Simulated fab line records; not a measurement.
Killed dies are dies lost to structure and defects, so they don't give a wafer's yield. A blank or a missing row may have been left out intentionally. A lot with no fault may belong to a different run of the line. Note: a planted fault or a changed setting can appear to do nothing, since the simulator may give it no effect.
fab line records | flow n5_finfet
[record] lots = 9 wafers = 27 last_day = 17
route steps=1938 shown FIN_SAQP@137 FIN_CUT@154 BEOL_M4@1111
lots untouched by any fault: they come from a run of this same line in which no faults occurred
start_h: the number of hours between the record's first day and the start of the first shown wafer of the lot | wait_h: how many hours have passed since the lot's step before this one | " unchanged from the row above | L1.1+2: a row that stands for several wafers | - no value present, or no start provided | * or withheld: withheld | < > ~ a bound
route shown NAME@n: names a module that has steps shown in the file, with the first one's number in the route | usual: mean and standard deviation over wafers with no fault | same: alike in all rows | chamber/n: place in a boat | sites: each site's reading | _std_site: their standard deviation | _edge_site: mean of outer sites minus mean of inner sites | radius_mm: for every site, how far away it sits from the centre of the wafer | mask NAME#n: copy n | behind: the last tool/chamber to shape the wafer | hold: reason for holding the lot/hours on hold/outcome of the hold | device: the transistor (n, p or np) that didn't switch | end of line: the route-end tests of the same wafers | a step given without rows: its recipe and nothing more | killed: the dies lost at the first sort to structure and to defects; this is not the yield of the wafer | map: a wafer's dies, x killed, . not, _ none there
set.NAME: setting as actually run; set.NAME@STEP: the setting as run at that earlier step | model.NAME: the simulator's own value behind a step, which no gauge read
a sample of lots followed through the steps of the route, with each step as a table and each wafer as a row
services: a tool's chamber out of use, with start hour (start_h, from the record's first day; less than 0 if before it), hours out, and reason
[[steps]]
[step N5_FIN_SAQP_RECESS_71]
[recipe] chemistry = HF/NH3 target = SiO2 target_depth_a = 30 afs_cycles = 1 temp_c = 30 sublimation_temp_c = 180 sublimation_time_s = 60
[usual] drypump_motor_current_A = 5.8/0.38
// columns lot.wafer tool chamber start_h wait_h drypump_motor_current_A
L873.3 vapor_etch-01 0 31.04 0.1 5.9
L873.4 " 1 " " 6.4
L873.5 " 1 " " 6.4
L877.1 vapor_etch-01 1 56.43 0.0 6.4
L877.4 " 1 " " 6.4
L877.6 " 0 " " 5.8
L878.1 vapor_etch-02 1 60.66 0.0 5.3
L878.3 " 0 " " 5.7
L878.6 " 1 " " 5.3
L879.1 vapor_etch-02 0 66.97 0.2 5.7
L879.4 " 1 " " 5.3
L879.6 " 1 " " 5.3
L884.1 vapor_etch-02 0 99.08 0.0 5.7
L884.2 " 1 " " 5.3
L884.4 " 1 " " 5.3
L885.2 vapor_etch-02 0 104.71 0.0 5.7
L885.5 " 1 " " 5.3
L885.6 " 0 " " 5.7
L891.1 vapor_etch-01 1 139.15 0.0 6.4
L891.4 " 0 " " 5.9
L891.5 " 0 " " 5.9
L893.1 vapor_etch-02 0 151.57 0.0 5.7
L893.3 " 1 " " 5.3
L893.4 " 0 " " 5.7
L895.1 vapor_etch-01 1 162.90 0.0 6.4
L895.4 " 0 " " 5.9
L895.5 " 1 " " 6.3
[step N5_FIN_SAQP_ETCH_34]
[recipe] chemistry = C4F6/O2 target = SiO2 target_depth_a = 450 time_s = 15 ion_energy_ev = 250 pressure_mtorr = 30 source_w = 345 bias_w = 185 Ar_flow_sccm = 300 C4F6_flow_sccm = 10 O2_flow_sccm = 10 ends = cleared
[usual] drypump_motor_current_A = 5.7/0.58 etch_rf_on_time_s = 14.94/0.24 oes_product_au = 0.67/0.075 rf_vpp_V = 668/5.7 showerhead_plenum_p_Torr = 2.85/0.077 throttle_valve_pct = 21.10/0.29
// columns lot.wafer tool chamber start_h wait_h drypump_motor_current_A etch_rf_on_time_s oes_product_au rf_hours_counter_h rf_vpp_V showerhead_plenum_p_Torr throttle_valve_pct
L873.3 rie_diel-04 2 31.78 0.0 5.8 14.76 0.79 10 675 2.79 21.01
L873.4 " 1 " " 5.9 15.07 0.59 - 664 2.81 21.22
L873.5 " 0 " " 6.5 15.04 0.61 - 662 2.84 21.20
L877.1 rie_diel-06 0 57.57 0.0 6.8 14.86 0.71 70 668 2.76 20.62
L877.4 " 1 " " 5.7 14.85 0.67 97 675 2.98 21.35
L877.6 " 0 " " 6.9 15.05 0.70 - 669 2.76 20.62
L878.1 rie_diel-02 0 61.44 0.0 5.2 15.08 0.58 243 662 2.80 20.84
L878.3 " 3 " " 5.1 15.19 0.60 181 660 2.83 21.48
L878.6 " 0 " " 5.2 15.20 0.57 - 663 2.80 20.84
L879.1 rie_diel-04 0 67.78 0.0 6.5 15.09 0.61 208 663 2.83 21.23
L879.4 " 1 " " 6.0 14.95 0.59 230 664 2.81 21.25
L879.6 " 1 " " 6.0 15.15 0.58 - 664 2.81 21.24
L884.1 rie_diel-02 3 100.93 0.0 5.1 15.31 0.59 196 660 2.82 21.52
L884.2 " 2 " " 6.5 14.69 0.73 68 671 2.88 21.21
L884.4 " 1 " " 5.5 14.91 0.62 - 667 2.94 21.24
L885.2 rie_diel-02 2 105.67 0.0 6.5 14.74 0.73 70 671 2.88 21.21
L885.5 " 2 " " 6.5 14.71 0.72 - 669 2.88 21.23
L885.6 " 1 " " 5.5 15.12 0.62 - 669 2.94 21.23
L891.1 rie_diel-06 0 139.97 0.0 6.8 15.17 0.67 99 668 2.74 20.67
L891.4 " 3 " " 4.9 14.71 0.70 77 674 2.88 21.13
L891.5 " 1 " " 5.7 15.03 0.64 - 674 2.97 21.37
L893.1 rie_diel-06 3 152.36 0.0 4.9 14.56 0.70 81 674 2.87 21.14
L893.3 " 0 " " 6.9 14.93 0.68 103 668 2.74 20.67
L893.4 " 1 " " 5.7 14.79 0.65 130 674 2.97 21.40
L895.1 rie_diel-02 3 163.73 0.0 5.1 15.24 0.57 223 659 2.81 21.54
L895.4 " 0 " " 5.3 14.56 0.77 25 661 2.78 20.55
L895.5 " 2 " " 6.5 14.58 0.72 - 671 2.88 21.23
[step N5_FIN_CUT_COAT_18]
[recipe] resist = SOC temp_c = 250 time_s = 60 spin_rpm = 1500 resist_thk_nm = 230
[usual] heater_power_total_W = 500.8/1.7 plate_temp_C = 250.00/0.2 spin_speed_rpm = 1500.2/0.96
// columns lot.wafer tool chamber start_h wait_h heater_power_total_W plate_temp_C spin_speed_rpm
L873.3 litho_track-03 0 32.28 0.0 501.3 249.86 1501.7
L873.4 " 0 " " 498.1 249.84 1500.9
L873.5 " 0 " " 501.5 249.77 1501.5
L877.1 litho_track-03 0 58.06 0.0 499.6 249.94 1500.2
L877.4 " 0 " " 503.2 249.80 1499.7
L877.6 " 0 " " 498.0 249.81 1499.8
L878.1 litho_track-03 0 61.94 0.0 498.6 250.00 1500.9
L878.3 " 0 " " 501.8 249.77 1499.6
L878.6 " 0 " " 502.6 250.02 1500.1
L879.1 litho_track-04 0 68.28 0.0 500.9 250.43 1498.9
L879.4 " 0 " " 502.7 250.32 1499.5
L879.6 " 0 " " 501.5 250.16 1499.4
L884.1 litho_track-03 0 101.43 0.0 502.9 249.46 1818.9
L884.2 " 0 " " 500.6 250.03 1818.6
L884.4 " 0 " " 501.3 249.53 1819.4
L885.2 litho_track-03 0 106.17 0.0 501.9 249.81 1819.4
L885.5 " 0 " " 501.5 249.84 1820.5
L885.6 " 0 " " 501.3 249.64 1818.4
L891.1 litho_track-04 0 140.53 0.0 502.2 250.16 1501.0
L891.4 " 0 " " 501.7 249.92 1499.8
L891.5 " 0 " " 502.6 249.99 1500.9
L893.1 litho_track-04 0 152.86 0.0 502.3 249.93 1500.7
L893.3 " 0 " " 498.5 250.01 1500.3
L893.4 " 0 " " 501.1 249.90 1501.1
L895.1 litho_track-05 0 164.23 0.0 499.9 249.76 1502.0
L895.4 " 0 " " 501.7 249.96 1500.6
L895.5 " 0 " " 502.6 249.96 1500.4
[step N5_FIN_CUT_ETCH_30]
[recipe] chemistry = N2/H2 target = underlayer target_depth_a = 130 mask_material = CAR-EUV time_s = 10.4 ion_energy_ev = 200 pressure_mtorr = 30 source_w = 840 bias_w = 150 n2_flow_sccm = 200 h2_flow_sccm = 200 ends = cleared
[usual] drypump_motor_current_A = 5.8/0.64 etch_rf_on_time_s = 10.37/0.16 oes_product_au = 0.65/0.063 rf_vpp_V = 523.6/3 showerhead_plenum_p_Torr = 2.54/0.1 throttle_valve_pct = 17.88/0.24
// columns lot.wafer tool chamber start_h wait_h drypump_motor_current_A etch_rf_on_time_s oes_product_au rf_hours_counter_h rf_vpp_V showerhead_plenum_p_Torr throttle_valve_pct
L873.3 rie_diel-01 1 32.83 0.0 5.8 10.44 0.58 239 520.1 2.40 17.92
L873.4 " 0 " " 6.0 10.19 0.61 201 525.5 2.64 17.98
L873.5 " 3 " " 4.9 10.40 0.60 - 526.5 2.63 17.79
L877.1 rie_diel-01 0 58.62 0.0 6.0 10.38 0.60 209 524.4 2.63 18.00
L877.4 " 1 " " 5.8 10.56 0.57 248 521.1 2.40 17.94
L877.6 " 1 " " 5.8 10.47 0.57 - 518.9 2.40 17.95
L878.1 rie_diel-05 2 62.50 0.0 6.2 10.36 0.63 141 521.0 2.44 17.86
L878.3 " 1 " " 6.0 10.37 0.60 217 522.2 2.53 18.29
L878.6 " 3 " " 6.8 10.12 0.69 - 522.2 2.46 17.80
L879.1 rie_diel-03 1 68.81 0.0 5.4 10.48 0.64 151 528.3 2.65 17.67
L879.4 " 2 " " 5.2 10.66 0.66 114 527.0 2.66 17.62
L879.6 " 3 " " 5.2 10.45 0.69 - 518.3 2.37 17.62
L884.1 rie_diel-05 3 101.98 0.0 6.8 10.12 0.69 119 523.2 2.46 17.82
L884.2 " 0 " " 4.7 10.01 0.80 12 520.8 2.49 17.54
L884.4 " 2 " " 6.2 10.45 0.63 152 519.7 2.44 17.88
L885.2 rie_diel-05 1 106.72 0.0 6.0 10.56 0.59 227 522.6 2.52 18.33
L885.5 " 2 " " 6.2 10.68 0.62 - 520.2 2.44 17.89
L885.6 " 1 " " 6.0 10.56 0.59 - 521.6 2.52 18.31
L891.1 rie_diel-05 1 141.41 0.0 6.0 10.59 0.58 239 523.8 2.52 18.36
L891.4 " 3 " " 6.8 10.29 0.67 132 523.8 2.45 17.85
L891.5 " 2 " " 6.2 10.51 0.62 - 521.3 2.43 17.90
L893.1 rie_diel-03 3 153.44 0.0 5.2 10.40 0.67 116 517.9 2.36 17.66
L893.3 " 0 " " 5.4 10.38 0.61 221 525.1 2.61 17.86
L893.4 " 2 " " 5.2 10.57 0.64 143 526.8 2.65 17.69
L895.1 rie_diel-01 3 164.66 0.0 4.9 10.58 0.57 246 525.7 2.61 17.84
L895.4 " 2 " " 6.4 10.30 0.64 178 526.2 2.64 18.29
L895.5 " 3 " " 4.9 10.63 0.57 - 525.3 2.61 17.85
[step N5_BEOL_M4_RC_MEAS_101]
[usual] DIBL_N = 36.3/1 DIBL_P = 36.2/1.4 IOFF_N = 0.157/0.021 IOFF_P = 0.206/0.025 ION_N = 673/9 ION_P = 461/6.4 SS_N = 71.5/0.5 SS_P = 73.2/0.47 VT_N = 249.9/2.4 VT_P = -250.6/2.9
// columns lot.wafer tool chamber start_h wait_h DIBL_N[mV/V] DIBL_P[mV/V] IOFF_N[nA/um] IOFF_P[nA/um] ION_N[uA/um] ION_P[uA/um] SS_N[mV/dec] SS_P[mV/dec] VT_N[mV] VT_P[mV]
L873.3 prober-01 0 173.55 0.3 35.3 34.4 0.136 0.177 671 462 70.8 73.1 250.8 -251.1
L873.4 " 0 " " 37.3 37.2 0.170 0.217 682 467 71.2 74.0 248.2 -250.9
L873.5 " 0 " " 34.9 34.2 0.129 0.175 668 461 70.1 73.2 250.4 -252.8
L877.1 prober-02 0 199.64 0.0 36.7 37.4 0.170 0.224 669 464 72.4 73.5 247.3 -249.1
L877.4 " 0 " " 35.1 36.1 0.145 0.196 665 456 71.5 73.2 251.9 -252.0
L877.6 " 0 " " 35.3 36.2 0.144 0.196 661 458 70.9 73.4 251.8 -252.4
L878.1 prober-01 0 201.54 0.0 37.5 35.9 0.151 0.199 668 464 71.5 73.9 250.2 -249.6
L878.3 " 0 " " 39.5 38.7 0.202 0.242 686 467 72.3 73.3 246.9 -247.3
L878.6 " 0 " " 38.3 37.6 0.181 0.226 686 469 71.5 73.5 250.7 -250.6
L879.1 prober-01 0 205.76 0.0 37.1 38.0 0.200 0.260 676 464 72.4 74.0 247.1 -247.2
L879.4 " 0 " " 36.2 37.4 0.189 0.241 673 463 71.8 73.5 246.8 -248.0
L879.6 " 0 " " 36.3 37.1 0.183 0.251 676 465 71.9 74.3 249.2 -246.9
L884.1 prober-02 0 237.13 0.0 37.0 37.4 0.161 0.206 671 460 71.6 73.0 253.7 -251.2
L884.2 " 0 " " 37.3 37.7 0.164 0.208 668 455 72.2 73.4 250.5 -253.6
L884.4 " 0 " " 37.2 38.3 0.170 0.222 687 462 72.1 72.6 247.8 -251.6
L885.2 prober-01 0 247.33 0.2 35.0 34.8 0.146 0.197 674 465 71.1 72.9 250.0 -252.0
L885.5 " 0 " " 35.3 35.0 0.152 0.201 661 454 71.4 73.1 254.8 -248.4
L885.6 " 0 " " 36.3 36.4 0.173 0.220 677 459 71.4 72.9 247.7 -250.4
L891.1 prober-02 0 281.11 0.0 37.5 35.7 0.148 0.179 665 448 71.8 73.4 251.7 -255.2
L891.4 " 0 " " 35.4 34.3 0.120 0.157 667 455 70.2 72.9 252.6 -255.0
L891.5 " 0 " " 35.9 34.6 0.132 0.162 660 455 72.1 72.3 252.5 -255.7
L893.1 prober-01 0 289.16 0.0 35.8 34.6 0.141 0.206 679 470 71.0 73.2 250.3 -247.9
L893.3 " 0 " " 36.5 34.8 0.147 0.210 665 463 71.5 72.5 248.9 -246.2
L893.4 " 0 " " 35.6 34.3 0.142 0.208 681 472 71.0 72.6 250.8 -247.9
L895.1 prober-02 0 306.57 0.0 36.6 39.0 0.183 0.210 688 469 71.7 73.4 246.7 -247.7
L895.4 " 0 " " 37.6 40.5 0.208 0.230 697 462 71.7 73.7 247.3 -248.8
L895.5 " 0 " " 36.7 38.5 0.187 0.207 686 462 72.0 73.4 246.2 -249.5
[[services]]
// columns tool chamber start_h hours kind
rie_diel-06 - 9.71 1.2 repair
rie_diel-02 1 15.34 7.3 repair
rie_diel-05 0 32.03 - clean
rie_diel-05 0 32.03 - consumable_replace:focus_ring
rie_diel-05 0 32.03 23.1 scheduled_down
rie_diel-05 0 32.03 23.1 vent_cycle
vapor_etch-01 - 32.47 1.6 repair
vapor_etch-01 1 49.26 1.0 repair
vapor_etch-02 - 56.22 0.9 repair
rie_diel-05 - 61.15 0.7 repair
rie_diel-05 - 76.88 0.9 repair
rie_diel-02 0 85.26 - clean
rie_diel-02 0 85.26 - consumable_replace:focus_ring
rie_diel-02 0 85.26 18.9 scheduled_down
rie_diel-03 1 95.95 26.3 repair
rie_diel-04 0 96.47 9.4 repair
rie_diel-04 1 108.49 18.2 repair
rie_diel-05 2 110.34 6.6 repair
rie_diel-05 - 125.78 2.8 pm
rie_diel-01 3 132.83 3.4 repair
rie_diel-03 - 137.82 2.8 pm
litho_track-03 - 138.32 - consumable_replace:filter
rie_diel-06 2 154.30 2.7 repair
vapor_etch-01 - 164.29 0.5 repair
[[key]]
[first_sign] step = N5_FIN_CUT_COAT_18 reading = spin_speed_rpm direction = up sigmas = 99+ usual = * struck = *
effect none on later readings
met_at N5_FIN_CUT_COAT_18
struck_lots L884,L885
not_acting_at N5_FIN_SAQP_RECESS_71,N5_FIN_SAQP_ETCH_34,N5_FIN_CUT_ETCH_30
onset_between 61.94 101.43
[fault] kind = process_parameter_drift tool = litho_track-03 chamber = - onset_h = 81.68 steps = N5_FIN_CUT_COAT_18 channel = spin_rpm offset = * shape = step end_h = 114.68 acts_in = * stated = *
